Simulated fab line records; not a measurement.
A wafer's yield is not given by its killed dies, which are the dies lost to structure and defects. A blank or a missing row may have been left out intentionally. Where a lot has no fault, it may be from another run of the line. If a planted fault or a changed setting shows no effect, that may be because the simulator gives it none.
Which tool was responsible? ; flow n5 finfet ; 34 wafers from 13 lots sampled at 2 of the route's 1938 steps

== WHAT EACH GAUGE READ, for each wafer ==
N5_PASSIVATION_OVL_MEAS_63.
lot;measured;on;PAD_OVL (nm)
L305;day 12 15:50;overlay-01;6 4 7
L306;day 12 13:45;overlay-02;-8 0
L307;day 13 07:10;overlay-01;4 1 -1
L308;day 13 07:20;overlay-02;12 13
L309;day 13 13:07;overlay-01;11 12 13
L310;day 13 23:08;overlay-02;7 15
L312;day 13 14:33;overlay-01;5 3 -4
L311;day 13 22:58;overlay-02;0 4 0
L313;day 14 10:05;overlay-02;-3 -1 -3
L320;day 16 03:24;overlay-02;6 1 11
L321;day 16 01:04;overlay-02;-3 3 0
L322;day 16 14:10;overlay-01;9 8
L327;day 18 09:21;overlay-02;-1 2

== WHICH TOOL RAN EACH LOT (tool, then ch and the chambers of the sampled wafers, then the start) ==
lot;N5_BEOL_M2_PRE_CLEAN_45
L305;pvd sputter-01, day 7 01:58
L306;pvd sputter-02, day 7 04:59
L307;pvd sputter-01, day 7 15:55
L308;pvd sputter-01, day 7 21:06
L309;pvd sputter-02, day 8 03:05
L310;pvd sputter-01, day 8 16:04
L312;pvd sputter-01, day 8 16:38
L311;pvd sputter-02, day 8 16:40
L313;pvd sputter-02, day 8 16:44
L320;pvd sputter-01, day 10 13:56
L321;pvd sputter-01, day 10 14:49
L322;pvd sputter-03, day 11 02:26
L327;pvd sputter-02, day 12 12:32
- N5_BEOL_M2_PRE_CLEAN_45: time 30 s.

== AS READ BY THE TOOLS THEMSELVES (means over the sampled wafers that have a number; for cases with no such wafer, the mark the record gives instead) ==
N5_BEOL_M2_PRE_CLEAN_45.
lot;tool;heater power w (W)
L305;pvd sputter-01;320
L306;pvd sputter-02;360
L307;pvd sputter-01;339
L308;pvd sputter-01;340
L309;pvd sputter-02;356
L310;pvd sputter-01;313
L312;pvd sputter-01;330
L311;pvd sputter-02;336
L313;pvd sputter-02;306
L320;pvd sputter-01;321
L321;pvd sputter-01;325
L322;pvd sputter-03;304
L327;pvd sputter-02;301

== THE ANSWER, worked out from the rows above alone ==
Rule: usual is defined by the lots themselves. The widest of any qualifying gaps counts: lots, ordered by their means at a reading, are off when they make up no more than a third of the lots, leave a main group of 4 or more, and stand apart from it by 3 or more times the standard deviation of that group's means. A main group whose means are all the same, to the digits that the tables above print for the reading, isn't used. A lot without any number at a reading at which 4 lots or more have one is off too. Where the step has rows for the other lots, those lots are counted as sound. The gauges are gone through in route order, then the tools' own readings, and for those a lot's mean is taken as printed above. At the first step where some lot is off, the reading lying furthest off is the one used; lots without a number count as furthest.
No lot is off at any reading shown: from this, nothing can be told.

== WHAT THE SIMULATOR HAD PUT IN ==
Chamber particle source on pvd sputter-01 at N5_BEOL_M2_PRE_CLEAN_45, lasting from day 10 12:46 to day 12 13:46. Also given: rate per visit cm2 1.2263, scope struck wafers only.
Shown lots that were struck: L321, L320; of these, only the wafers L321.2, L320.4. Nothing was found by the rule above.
